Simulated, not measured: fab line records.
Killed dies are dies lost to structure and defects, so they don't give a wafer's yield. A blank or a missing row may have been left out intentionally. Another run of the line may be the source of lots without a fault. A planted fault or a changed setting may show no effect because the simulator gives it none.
fab line records	flow n5Finfet
record lots=24	wafers=72	lastDay=17
route steps=1938 shown ZERO_LAYER@17 WELL_APT@29 FIN_SAQP@115 FIN_CUT@164
lots that met no fault: from a run of the same line without faults
startH: hours from the record's first day to the start of the lot's first wafer shown	waitH: time in hours since the lot's previous step	" the same as in the row above	L1.1+2: a single row standing in for several wafers	- no value, or no start given	* or withheld: withheld	< > ~ a bound
route shown NAME@n: a module of which the file shows steps, and the number in the route of the first	usual: mean/standard deviation taken from wafers without a fault	same: alike in all rows	chamber/n: place in a boat	sites: readings site by site	_std_site: their standard deviation	_edge_site: the outer-site mean with the inner-site mean subtracted	radiusMm: how far each site lies from the wafer's centre	mask NAME#n: copy n	behind: tool/chamber where the wafer was last shaped	hold: why the lot was held/for how many hours/how that ended	device: the transistor (n, p or np) that didn't switch	end of line: the same wafers' tests at the end of the route	a step with no rows: only its recipe	killed: count of dies lost to structure and defects at first sort (not the wafer's yield)	map: the dies of a wafer, with x for killed, . for not killed, _ for no die there
set.NAME: the setting the step ran with; set.NAME@STEP: the setting that earlier step ran with	model.NAME: the simulator's own value behind a step, which no gauge read
steps of the route over a sample of lots; a table a step, a row a wafer
services: a tool's chamber out of use, with start hour (startH, from the record's first day; less than 0 if before it), hours out, and reason
## steps
# step N5_ZERO_LAYER_STRIP_24
# recipe chemistry=O2	powerW=1000	tempC=250	overashFraction=0.3	pressureMtorr=1000	o2FlowSccm=6750
# usual drypumpMotorCurrentA=5.7/0.52	heaterPowerW=352/9.2	oesProductAu=0.646/0.0042	stripTimeToEndpointS=43.88/0.088
lot.wafer	tool	chamber	startH	waitH	drypumpMotorCurrentA	heaterPowerW	oesProductAu	rfHoursCounterH	stripTimeToEndpointS
L074.2	plasmaAsher-01	1	12.95	0.1	6.0	350	0.644	75	43.96
L074.3	"	0	"	"	6.4	335	0.651	-	44.03
L074.5	"	0	"	"	6.5	337	0.644	-	44.05
L075.2	plasmaAsher-01	0	19.30	0.1	6.4	334	0.650	78	43.69
L075.3	"	1	"	"	6.0	355	0.646	-	43.78
L075.4	"	0	"	"	6.5	344	0.647	-	43.83
L076.1	plasmaAsher-01	0	25.04	0.1	6.5	341	0.646	79	43.97
L076.2	"	1	"	"	6.0	362	0.647	79	44.03
L076.5	"	0	"	"	6.5	341	0.640	-	43.97
L077.1	plasmaAsher-02	1	30.91	0.1	5.2	360	0.650	26	43.97
L077.2	"	0	"	"	5.2	357	0.651	26	43.84
L077.3	"	0	"	"	5.2	354	0.642	-	43.97
L078.2	plasmaAsher-02	1	37.00	0.1	5.2	357	0.647	27	43.79
L078.3	"	1	"	"	5.2	358	0.652	-	43.87
L078.6	"	0	"	"	5.3	371	0.647	-	43.92
L079.1	plasmaAsher-02	0	43.39	0.1	5.2	354	0.647	28	43.91
L079.4	"	0	"	"	5.2	356	0.647	-	43.88
L079.5	"	1	"	"	5.2	370	0.650	-	43.92
L080.2	plasmaAsher-02	1	49.05	0.1	5.2	351	0.647	29	43.85
L080.3	"	0	"	"	5.2	358	0.639	-	43.91
L080.6	"	0	"	"	5.2	358	0.642	-	43.75
L081.1	plasmaAsher-01	1	54.89	0.1	6.0	355	0.651	84	43.96
L081.3	"	1	"	"	6.0	354	0.641	-	43.95
L081.6	"	0	"	"	6.5	338	0.650	-	43.95
L082.2	plasmaAsher-02	0	61.03	0.1	5.2	354	0.649	32	43.71
L082.3	"	1	"	"	5.2	352	0.650	-	43.72
L082.5	"	1	"	"	5.2	355	0.638	-	43.82
L083.1	plasmaAsher-02	1	67.07	0.1	5.2	358	0.648	33	43.90
L083.2	"	0	"	"	5.2	353	0.649	33	43.84
L083.6	"	1	"	"	5.2	366	0.643	-	44.01
L084.2	plasmaAsher-01	0	72.89	0.1	6.4	334	0.652	88	43.95
L084.3	"	0	"	"	6.5	334	0.652	-	44.00
L084.6	"	1	"	"	6.0	358	0.652	-	43.93
L085.1	plasmaAsher-02	1	78.89	0.1	5.2	359	0.644	36	43.90
L085.2	"	0	"	"	5.2	358	0.645	36	43.92
L085.3	"	0	"	"	5.2	350	0.642	-	43.89
L086.3	plasmaAsher-01	0	84.93	0.1	6.5	344	0.648	-	43.95
L086.5	"	1	"	"	6.0	356	0.651	-	44.02
L086.6	"	0	"	"	6.4	332	0.647	-	43.83
L087.3	plasmaAsher-01	0	91.04	0.1	6.4	347	0.634	-	43.93
L087.4	"	1	"	"	6.0	354	0.644	-	43.91
L087.5	"	1	"	"	6.0	351	0.658	-	43.82
L088.1	plasmaAsher-02	1	96.89	0.1	5.2	351	0.646	40	43.78
L088.4	"	0	"	"	5.2	364	0.646	-	43.89
L088.5	"	0	"	"	5.2	367	0.653	-	43.79
L089.1	plasmaAsher-02	1	103.22	0.1	5.2	355	0.648	41	43.93
L089.2	"	0	"	"	5.3	357	0.643	41	43.95
L089.6	"	0	"	"	5.3	359	0.640	-	43.92
L090.3	plasmaAsher-02	0	109.05	0.1	5.3	351	0.653	-	43.92
L090.4	"	1	"	"	5.2	370	0.647	-	44.02
L090.5	"	0	"	"	5.3	353	0.643	-	43.95
L091.2	plasmaAsher-02	1	115.02	0.1	5.2	358	0.647	43	43.85
L091.3	"	1	"	"	5.2	364	0.643	-	43.88
L091.6	"	0	"	"	5.3	356	0.643	-	43.89
L092.1	plasmaAsher-01	0	121.39	0.1	6.4	338	0.649	98	43.94
L092.2	"	1	"	"	6.0	350	0.645	98	43.91
L092.5	"	1	"	"	6.0	352	0.643	-	43.95
L093.1	plasmaAsher-02	0	127.21	0.1	5.3	348	0.648	45	43.78
L093.2	"	1	"	"	5.2	364	0.649	45	43.84
L093.5	"	1	"	"	5.2	353	0.644	-	43.84
L094.1	plasmaAsher-01	1	132.90	0.1	6.0	349	0.645	100	43.79
L094.2	"	0	"	"	6.4	337	0.645	100	43.75
L094.4	"	1	"	"	6.0	352	0.639	-	43.85
L095.1	plasmaAsher-01	0	139.04	0.1	6.4	340	0.649	101	43.77
L095.3	"	1	"	"	6.0	356	0.644	-	43.72
L095.6	"	1	"	"	6.0	348	0.644	-	43.76
L096.2	plasmaAsher-01	0	144.90	0.1	6.5	341	0.646	102	43.70
L096.5	"	0	"	"	6.5	337	0.647	-	43.77
L096.6	"	1	"	"	6.0	349	0.658	-	43.83
L097.1	plasmaAsher-01	0	150.94	0.1	6.5	335	0.647	104	43.83
L097.4	"	0	"	"	6.5	335	0.642	-	43.83
L097.6	"	1	"	"	6.0	358	0.649	-	43.79
# step N5_ZERO_LAYER_INSPECT_20
# recipe inspectInstrument=darkfield	mode=postClean
# usual rawDefectCount=34/15
lot.wafer	tool	chamber	startH	waitH	rawDefectCount
L074.2	defectInspect-01	-	13.31	0.0	25
L074.3	"	-	"	"	21
L074.5	"	-	"	"	28
L075.2	defectInspect-01	-	19.66	0.0	37
L075.3	"	-	"	"	45
L075.4	"	-	"	"	42
L076.1	defectInspect-02	-	25.40	0.0	25
L076.2	"	-	"	"	32
L076.5	"	-	"	"	18
L077.1	defectInspect-02	-	31.27	0.0	46
L077.2	"	-	"	"	36
L077.3	"	-	"	"	35
L078.2	defectInspect-01	-	37.36	0.0	39
L078.3	"	-	"	"	37
L078.6	"	-	"	"	36
L079.1	defectInspect-01	-	43.75	0.0	55
L079.4	"	-	"	"	9
L079.5	"	-	"	"	34
L080.2	defectInspect-01	-	49.41	0.0	40
L080.3	"	-	"	"	30
L080.6	"	-	"	"	41
L081.1	defectInspect-02	-	55.25	0.0	74
L081.3	"	-	"	"	36
L081.6	"	-	"	"	52
L082.2	defectInspect-01	-	61.40	0.0	34
L082.3	"	-	"	"	45
L082.5	"	-	"	"	26
L083.1	defectInspect-01	-	67.44	0.0	19
L083.2	"	-	"	"	14
L083.6	"	-	"	"	21
L084.2	defectInspect-02	-	73.25	0.0	24
L084.3	"	-	"	"	27
L084.6	"	-	"	"	41
L085.1	defectInspect-01	-	79.25	0.0	62
L085.2	"	-	"	"	58
L085.3	"	-	"	"	51
L086.3	defectInspect-02	-	85.27	0.0	33
L086.5	"	-	"	"	34
L086.6	"	-	"	"	55
L087.3	defectInspect-02	-	91.38	0.0	76
L087.4	"	-	"	"	57
L087.5	"	-	"	"	88
L088.1	defectInspect-01	-	97.25	0.0	35
L088.4	"	-	"	"	30
L088.5	"	-	"	"	36
L089.1	defectInspect-02	-	103.58	0.0	43
L089.2	"	-	"	"	29
L089.6	"	-	"	"	22
L090.3	defectInspect-02	-	109.39	0.0	36
L090.4	"	-	"	"	39
L090.5	"	-	"	"	26
L091.2	defectInspect-02	-	115.38	0.0	39
L091.3	"	-	"	"	18
L091.6	"	-	"	"	43
L092.1	defectInspect-01	-	121.75	0.0	75
L092.2	"	-	"	"	35
L092.5	"	-	"	"	55
L093.1	defectInspect-02	-	127.57	0.0	11
L093.2	"	-	"	"	17
L093.5	"	-	"	"	39
L094.1	defectInspect-01	-	133.27	0.0	28
L094.2	"	-	"	"	15
L094.4	"	-	"	"	21
L095.1	defectInspect-01	-	139.40	0.0	14
L095.3	"	-	"	"	36
L095.6	"	-	"	"	21
L096.2	defectInspect-02	-	145.26	0.0	22
L096.5	"	-	"	"	18
L096.6	"	-	"	"	31
L097.1	defectInspect-02	-	151.31	0.0	31
L097.4	"	-	"	"	25
L097.6	"	-	"	"	23
# step N5_WELL_APT_OVL_MEAS_09
# recipe pointsPerWafer=44
# usual NWELL_OVL=1/5.6
lot.wafer	tool	chamber	startH	waitH	NWELL_OVL[nm]
L074.2	overlay-02	0	13.77	0.0	2
L074.3	"	0	"	"	6
L074.5	"	0	"	"	-7
L075.2	overlay-01	0	20.12	0.0	3
L075.3	"	0	"	"	-8
L075.4	"	0	"	"	-4
L076.1	overlay-01	0	25.73	0.0	3
L076.2	"	0	"	"	-3
L076.5	"	0	"	"	12
L077.1	overlay-01	0	31.73	0.0	-8
L077.2	"	0	"	"	-6
L077.3	"	0	"	"	-9
L078.2	overlay-01	0	37.82	0.0	6
L078.3	"	0	"	"	1
L078.6	"	0	"	"	4
L079.1	overlay-02	0	44.09	0.0	-6
L079.4	"	0	"	"	0
L079.5	"	0	"	"	3
L080.2	overlay-01	0	49.87	0.0	8
L080.3	"	0	"	"	10
L080.6	"	0	"	"	4
L081.1	overlay-02	0	55.59	0.0	-8
L081.3	"	0	"	"	-13
L081.6	"	0	"	"	-4
L082.2	overlay-02	0	61.73	0.0	12
L082.3	"	0	"	"	6
L082.5	"	0	"	"	0
L083.1	overlay-02	0	67.80	0.0	6
L083.2	"	0	"	"	-2
L083.6	"	0	"	"	-3
L084.2	overlay-02	0	73.59	0.0	-4
L084.3	"	0	"	"	-1
L084.6	"	0	"	"	-4
L085.1	overlay-01	0	79.71	0.0	6
L085.2	"	0	"	"	-1
L085.3	"	0	"	"	0
L086.3	overlay-01	0	85.73	0.0	0
L086.5	"	0	"	"	-6
L086.6	"	0	"	"	-6
L087.3	overlay-01	0	91.84	0.0	-1
L087.4	"	0	"	"	8
L087.5	"	0	"	"	-4
L088.1	overlay-01	0	97.71	0.0	-8
L088.4	"	0	"	"	4
L088.5	"	0	"	"	-2
L089.1	overlay-01	0	103.92	0.0	2
L089.2	"	0	"	"	4
L089.6	"	0	"	"	5
L090.3	overlay-02	0	109.85	0.0	6
L090.4	"	0	"	"	8
L090.5	"	0	"	"	1
L091.2	overlay-01	0	115.84	0.0	0
L091.3	"	0	"	"	-4
L091.6	"	0	"	"	5
L092.1	overlay-01	0	122.08	0.0	-10
L092.2	"	0	"	"	5
L092.5	"	0	"	"	-6
L093.1	overlay-01	0	127.91	0.0	11
L093.2	"	0	"	"	6
L093.5	"	0	"	"	8
L094.1	overlay-02	0	133.60	0.0	0
L094.2	"	0	"	"	2
L094.4	"	0	"	"	-7
L095.1	overlay-02	0	139.86	0.0	1
L095.3	"	0	"	"	0
L095.6	"	0	"	"	2
L096.2	overlay-01	0	145.59	0.0	9
L096.5	"	0	"	"	3
L096.6	"	0	"	"	9
L097.1	overlay-01	0	151.77	0.0	4
L097.4	"	0	"	"	-1
L097.6	"	0	"	"	-9
# step N5_FIN_SAQP_ETCH_51
# recipe chemistry=CF4	target=SiARC	targetDepthA=455	maskMaterial=CAR-ArF	timeS=75.8	ionEnergyEv=80	pressureMtorr=40	sourceW=545	biasW=36	Ar_flow_sccm=100	cf4FlowSccm=100	ends=cleared
# usual drypumpMotorCurrentA=5.7/0.32	etchRfOnTimeS=75.5/1.6	oesProductAu=0.65/0.044	rfVppV=184.1/1.2	showerheadPlenumPTorr=2.15/0.071	throttleValvePct=15.66/0.2
lot.wafer	tool	chamber	startH	waitH	drypumpMotorCurrentA	etchRfOnTimeS	oesProductAu	rfHoursCounterH	rfVppV	showerheadPlenumPTorr	throttleValvePct
L074.2	rieDiel-03	0	22.24	0.0	5.6	73.4	0.71	95	183.5	2.08	15.54
L074.3	"	1	"	"	5.3	72.6	0.65	136	184.8	2.23	15.54
L074.5	"	0	"	"	5.6	73.8	0.71	-	183.5	2.08	15.54
L075.2	rieDiel-03	0	27.79	0.0	5.5	74.5	0.70	97	184.5	2.08	15.54
L075.3	"	2	"	"	6.1	75.5	0.64	170	185.4	2.15	15.51
L075.4	"	0	"	"	5.6	75.3	0.70	-	183.6	2.08	15.54
L076.1	rieDiel-06	2	34.02	0.0	6.3	74.1	0.64	203	182.8	2.05	15.88
L076.2	"	3	"	"	5.3	75.6	0.66	124	183.8	2.06	15.30
L076.5	"	2	"	"	6.3	75.3	0.62	-	182.8	2.05	15.89
L077.1	rieDiel-02	0	40.33	0.0	5.6	79.0	0.60	169	184.5	2.15	15.58
L077.2	"	3	"	"	5.6	75.0	0.66	158	184.6	2.14	16.00
L077.3	"	1	"	"	5.9	76.5	0.65	166	185.0	2.23	15.81
L078.2	rieDiel-06	3	46.00	0.0	5.2	75.5	0.66	126	181.6	2.06	15.33
L078.3	"	0	"	"	5.8	73.8	0.68	126	184.9	2.23	15.60
L078.6	"	1	"	"	5.4	77.5	0.65	-	182.3	2.14	15.83
L079.1	rieDiel-06	3	52.71	0.0	5.3	75.6	0.65	129	182.3	2.06	15.32
L079.4	"	1	"	"	5.4	76.1	0.66	155	184.8	2.14	15.82
L079.5	"	2	"	"	6.2	73.8	0.63	-	182.1	2.05	15.90
L080.2	rieDiel-03	3	57.93	0.0	5.9	76.4	0.80	11	185.1	2.27	15.38
L080.3	"	1	"	"	5.3	73.3	0.64	149	185.1	2.22	15.56
L080.6	"	3	"	"	5.9	76.7	0.80	-	186.4	2.27	15.36
L081.1	rieDiel-06	0	64.29	0.0	5.8	75.4	0.66	133	185.7	2.23	15.63
L081.3	"	2	"	"	6.2	76.1	0.62	213	183.0	2.05	15.91
L081.6	"	2	"	"	6.2	75.0	0.61	-	182.8	2.05	15.91
L082.2	rieDiel-06	2	70.33	0.0	6.3	73.7	0.62	215	182.9	2.05	15.90
L082.3	"	3	"	"	5.2	76.0	0.65	137	183.5	2.06	15.34
L082.5	"	1	"	"	5.4	76.5	0.65	-	183.7	2.14	15.87
L083.1	rieDiel-02	3	75.46	0.0	5.6	75.0	0.65	171	183.6	2.13	16.05
L083.2	"	0	"	"	5.6	78.9	0.61	181	185.5	2.14	15.61
L083.6	"	1	"	"	5.9	76.8	0.63	-	185.4	2.22	15.82
L084.2	rieDiel-03	3	81.51	0.0	5.9	77.0	0.78	19	186.2	2.27	15.39
L084.3	"	2	"	"	6.1	75.9	0.63	189	183.8	2.14	15.53
L084.6	"	0	"	"	5.5	75.0	0.69	-	184.6	2.07	15.60
L085.1	rieDiel-02	0	87.66	0.0	5.6	79.7	0.60	185	183.1	2.14	15.63
L085.2	"	2	"	"	5.4	73.9	0.64	190	184.3	2.13	15.59
L085.3	"	3	"	"	5.6	75.2	0.65	175	183.5	2.13	16.05
L086.3	rieDiel-03	0	93.14	0.0	5.5	75.8	0.68	119	183.3	2.07	15.59
L086.5	"	3	"	"	5.9	77.6	0.76	-	185.7	2.27	15.41
L086.6	"	0	"	"	5.5	75.5	0.68	-	184.7	2.07	15.61
L087.3	rieDiel-06	3	103.49	0.0	5.2	75.8	0.64	148	181.7	2.05	15.39
L087.4	"	0	"	"	5.8	75.3	0.65	147	184.8	2.22	15.64
L087.5	"	3	"	"	5.2	75.4	0.64	-	183.0	2.05	15.36
L088.1	rieDiel-03	3	105.41	0.0	5.9	76.1	0.77	26	185.7	2.27	15.40
L088.4	"	1	"	"	5.3	73.1	0.63	163	185.2	2.22	15.60
L088.5	"	2	"	"	6.1	76.5	0.61	-	184.6	2.14	15.56
L089.1	rieDiel-06	1	111.75	0.0	5.4	77.2	0.64	178	182.9	2.13	15.88
L089.2	"	2	"	"	6.2	75.3	0.61	230	182.1	2.04	15.94
L089.6	"	3	"	"	5.2	76.6	0.63	-	183.7	2.05	15.37
L090.3	rieDiel-03	3	118.84	0.0	5.9	76.8	0.75	32	185.2	2.27	15.41
L090.4	"	2	"	"	6.1	77.1	0.61	202	183.4	2.14	15.56
L090.5	"	0	"	"	5.6	74.1	0.68	-	183.5	2.06	15.60
L091.2	rieDiel-03	1	123.74	0.0	5.3	72.6	0.63	170	185.5	2.22	15.62
L091.3	"	0	"	"	5.5	74.2	0.68	130	182.5	2.06	15.60
L091.6	"	3	"	"	5.9	76.4	0.76	-	184.1	2.26	15.43
L092.1	rieDiel-02	2	129.56	0.0	5.4	73.2	0.63	205	183.9	2.13	15.60
L092.2	"	3	"	"	5.6	74.1	0.64	190	184.9	2.13	16.07
L092.5	"	0	"	"	5.6	77.6	0.60	-	183.9	2.14	15.66
L093.1	rieDiel-03	3	136.50	0.0	5.9	76.1	0.76	37	185.7	2.26	15.44
L093.2	"	0	"	"	5.6	74.8	0.67	134	182.5	2.06	15.63
L093.5	"	0	"	"	5.5	74.3	0.68	-	183.9	2.06	15.62
L094.1	rieDiel-06	2	141.45	0.0	6.3	75.1	0.61	242	182.8	2.04	15.96
L094.2	"	1	"	"	5.4	76.3	0.64	190	184.4	2.13	15.91
L094.4	"	2	"	"	6.2	74.5	0.61	-	182.8	2.04	15.95
L095.1	rieDiel-02	0	147.57	0.0	5.5	78.7	0.59	206	182.4	2.13	15.65
L095.3	"	2	"	"	5.4	74.0	0.62	211	183.5	2.13	15.64
L095.6	"	3	"	"	5.6	74.0	0.63	-	184.3	2.12	16.10
L096.2	rieDiel-02	1	153.52	0.0	5.8	76.2	0.62	202	185.3	2.21	15.86
L096.5	"	1	"	"	5.9	76.0	0.62	-	184.9	2.21	15.88
L096.6	"	2	"	"	5.4	74.0	0.62	-	184.1	2.12	15.62
L097.1	rieDiel-06	0	160.51	0.0	5.8	75.0	0.64	169	185.8	2.22	15.70
L097.4	"	2	"	"	6.3	74.7	0.60	248	181.3	2.04	15.97
L097.6	"	3	"	"	5.2	75.6	0.63	-	182.9	2.05	15.39
# step N5_FIN_SAQP_ETCH_64
# recipe chemistry=CF4	target=SiO2	targetDepthA=15	ionEnergyEv=350	pressureMtorr=10	icpW=800	biasW=400	cf4FlowSccm=80
# usual drypumpMotorCurrentA=5.6/0.52	oesProductAu=0.991/0.019	throttleValvePct=21.71/0.19
lot.wafer	tool	chamber	startH	waitH	drypumpMotorCurrentA	oesProductAu	rfHoursCounterH	throttleValvePct
L074.2	rieSi-06	3	26.32	0.0	5.2	0.988	101	21.78
L074.3	"	2	"	"	4.9	1.002	203	21.76
L074.5	"	3	"	"	5.3	0.978	-	21.79
L075.2	rieSi-06	2	31.88	0.0	4.9	0.990	203	21.76
L075.3	"	3	"	"	5.3	0.988	101	21.77
L075.4	"	1	"	"	4.9	0.996	29	21.47
L076.1	rieSi-06	1	37.95	0.0	4.9	1.001	30	21.48
L076.2	"	0	"	"	5.5	0.998	88	22.01
L076.5	"	1	"	"	4.9	0.993	-	21.48
L077.1	rieSi-06	2	44.20	0.0	4.8	1.001	204	21.78
L077.2	"	0	"	"	5.5	1.022	88	22.00
L077.3	"	1	"	"	4.9	1.008	30	21.48
L078.2	rieSi-05	2	49.85	0.0	5.7	0.963	41	21.85
L078.3	"	3	"	"	5.9	1.005	64	21.81
L078.6	"	3	"	"	5.9	0.998	-	21.82
L079.1	rieSi-05	3	57.41	0.0	5.9	0.995	65	21.81
L079.4	"	1	"	"	6.4	0.996	63	21.63
L079.5	"	2	"	"	5.7	0.956	-	21.88
L080.2	rieSi-05	0	62.13	0.0	6.3	1.005	5	21.47
L080.3	"	2	"	"	5.7	0.959	41	21.86
L080.6	"	0	"	"	6.3	1.002	-	21.47
L081.1	rieSi-05	3	68.87	0.0	5.9	0.988	65	21.82
L081.3	"	2	"	"	5.7	0.954	41	21.86
L081.6	"	3	"	"	5.9	0.979	-	21.79
L082.2	rieSi-04	3	74.24	0.0	5.5	0.996	162	21.59
L082.3	"	1	"	"	5.6	1.007	16	21.70
L082.5	"	3	"	"	5.5	0.993	-	21.60
L083.1	rieSi-05	2	79.70	0.0	5.7	0.961	42	21.88
L083.2	"	1	"	"	6.4	0.992	63	21.63
L083.6	"	3	"	"	5.9	0.993	-	21.79
L084.2	rieSi-06	1	87.03	0.0	4.9	0.998	31	21.48
L084.3	"	2	"	"	4.9	1.000	0	21.39
L084.6	"	0	"	"	5.5	1.020	-	22.00
L085.1	rieSi-06	1	92.02	0.0	4.9	1.005	31	21.48
L085.2	"	2	"	"	4.8	1.009	0	21.38
L085.3	"	0	"	"	5.5	1.026	89	22.00
L086.3	rieSi-06	1	100.66	0.0	4.9	1.010	31	21.50
L086.5	"	0	"	"	5.5	1.019	-	22.00
L086.6	"	3	"	"	5.2	0.979	-	21.77
L087.3	rieSi-06	2	108.19	0.0	4.8	0.999	0	21.38
L087.4	"	3	"	"	5.3	0.989	103	21.77
L087.5	"	1	"	"	4.9	0.997	-	21.48
L088.1	rieSi-06	2	109.69	0.0	4.8	0.992	0	21.39
L088.4	"	0	"	"	5.5	1.017	90	22.01
L088.5	"	1	"	"	4.9	0.995	-	21.48
L089.1	rieSi-04	2	116.90	0.0	5.7	0.941	153	21.87
L089.2	"	3	"	"	5.5	0.990	163	21.60
L089.6	"	3	"	"	5.5	0.987	-	21.61
L090.3	rieSi-05	2	122.99	0.0	5.7	0.954	42	21.85
L090.4	"	3	"	"	5.9	0.990	66	21.82
L090.5	"	1	"	"	6.4	0.985	-	21.62
L091.2	rieSi-04	1	127.74	0.0	5.6	1.004	17	21.71
L091.3	"	3	"	"	5.5	1.002	163	21.61
L091.6	"	3	"	"	5.5	0.986	-	21.61
L092.1	rieSi-06	0	133.51	0.0	5.5	1.021	90	22.00
L092.2	"	1	"	"	4.9	0.999	32	21.49
L092.5	"	3	"	"	5.3	0.984	-	21.78
L093.1	rieSi-05	0	140.69	0.0	6.3	0.999	6	21.47
L093.2	"	1	"	"	6.4	0.986	64	21.61
L093.5	"	0	"	"	6.3	1.007	-	21.47
L094.1	rieSi-06	2	145.46	0.0	4.8	1.003	1	21.38
L094.2	"	1	"	"	4.9	1.002	32	21.48
L094.4	"	3	"	"	5.3	0.993	-	21.77
L095.1	rieSi-05	2	151.90	0.0	5.7	0.962	43	21.85
L095.3	"	1	"	"	6.4	0.992	65	21.62
L095.6	"	0	"	"	6.3	1.012	-	21.45
L096.2	rieSi-05	3	157.43	0.1	5.9	0.979	66	21.82
L096.5	"	1	"	"	6.4	0.975	-	21.62
L096.6	"	2	"	"	5.7	0.961	-	21.88
L097.1	rieSi-05	2	164.71	0.0	5.7	0.957	43	21.86
L097.4	"	3	"	"	5.9	0.994	67	21.80
L097.6	"	2	"	"	5.7	0.957	-	21.88
# step N5_FIN_CUT_OVL_MEAS_09
# recipe pointsPerWafer=522
# usual FIN_CUT_OVL=0.3/0.59
lot.wafer	tool	chamber	startH	waitH	FIN_CUT_OVL[nm]
L074.2	overlay-01	0	27.05	0.0	0.2
L074.3	"	0	"	"	0.4
L074.5	"	0	"	"	-0.1
L075.2	overlay-02	0	32.49	0.0	1.8
L075.3	"	0	"	"	1.0
L075.4	"	0	"	"	1.6
L076.1	overlay-01	0	38.55	0.0	0.2
L076.2	"	0	"	"	0.2
L076.5	"	0	"	"	-0.4
L077.1	overlay-01	0	44.80	0.0	0.3
L077.2	"	0	"	"	0.9
L077.3	"	0	"	"	0.5
L078.2	overlay-01	0	50.58	0.0	0.8
L078.3	"	0	"	"	1.3
L078.6	"	0	"	"	0.2
L079.1	overlay-02	0	58.01	0.0	0.2
L079.4	"	0	"	"	0.3
L079.5	"	0	"	"	0.7
L080.2	overlay-02	0	62.74	0.0	0.5
L080.3	"	0	"	"	-0.1
L080.6	"	0	"	"	0.7
L081.1	overlay-01	0	69.60	0.0	0.3
L081.3	"	0	"	"	0.6
L081.6	"	0	"	"	0.7
L082.2	overlay-02	0	74.89	0.0	0.9
L082.3	"	0	"	"	-0.2
L082.5	"	0	"	"	-0.6
L083.1	overlay-02	0	80.31	0.0	0.2
L083.2	"	0	"	"	1.2
L083.6	"	0	"	"	0.8
L084.2	overlay-01	0	87.77	0.0	0.6
L084.3	"	0	"	"	-0.6
L084.6	"	0	"	"	-0.1
L085.1	overlay-01	0	92.63	0.0	0.5
L085.2	"	0	"	"	0.4
L085.3	"	0	"	"	-1.1
L086.3	overlay-02	0	101.28	0.0	-0.4
L086.5	"	0	"	"	0.5
L086.6	"	0	"	"	0.2
L087.3	overlay-02	0	108.80	0.0	0.8
L087.4	"	0	"	"	0.0
L087.5	"	0	"	"	-0.2
L088.1	overlay-02	0	110.31	0.0	-0.4
L088.4	"	0	"	"	-0.7
L088.5	"	0	"	"	0.1
L089.1	overlay-01	0	117.50	0.0	0.1
L089.2	"	0	"	"	-0.5
L089.6	"	0	"	"	0.4
L090.3	overlay-02	0	123.73	0.0	0.7
L090.4	"	0	"	"	-0.5
L090.5	"	0	"	"	0.3
L091.2	overlay-02	0	128.47	0.0	-1.0
L091.3	"	0	"	"	-0.1
L091.6	"	0	"	"	-0.3
L092.1	overlay-02	0	134.11	0.0	-0.3
L092.2	"	0	"	"	-0.2
L092.5	"	0	"	"	0.3
L093.1	overlay-01	0	141.45	0.0	0.5
L093.2	"	0	"	"	0.7
L093.5	"	0	"	"	0.1
L094.1	overlay-01	0	146.19	0.0	-0.3
L094.2	"	0	"	"	0.8
L094.4	"	0	"	"	0.1
L095.1	overlay-01	0	152.51	0.0	0.4
L095.3	"	0	"	"	1.1
L095.6	"	0	"	"	0.7
L096.2	overlay-01	0	158.17	0.0	0.4
L096.5	"	0	"	"	1.0
L096.6	"	0	"	"	0.2
L097.1	overlay-01	0	165.32	0.0	1.1
L097.4	"	0	"	"	1.4
L097.6	"	0	"	"	1.0
## services
tool	chamber	startH	hours	kind
rieSi-06	-	-3.63	14.6	pm
rieSi-05	1	-3.46	3.0	repair
plasmaAsher-02	-	5.13	14.6	pm
rieDiel-03	3	7.82	-	clean
rieDiel-03	3	7.82	-	consumableReplace:focusRing
rieDiel-03	3	7.82	-	consumableReplace:showerhead
rieDiel-03	3	7.82	21.3	scheduledDown
rieDiel-03	3	7.82	21.3	ventCycle
rieSi-04	-	28.21	0.3	repair
rieSi-06	3	50.66	8.2	repair
rieDiel-02	-	58.78	1.6	repair
rieSi-06	2	58.89	-	clean
rieSi-06	2	58.89	23.4	scheduledDown
rieSi-06	2	58.89	23.4	ventCycle
rieSi-04	-	59.68	0.6	repair
rieDiel-02	2	69.19	10.5	repair
rieSi-06	3	110.16	8.1	repair
rieSi-06	-	110.21	2.8	pm
rieDiel-06	3	119.33	22.6	repair
rieDiel-02	1	146.47	3.9	repair
plasmaAsher-02	-	148.95	4.9	repair
rieSi-06	1	158.42	1.1	repair
rieSi-04	3	161.85	2.6	repair
## key
fault none
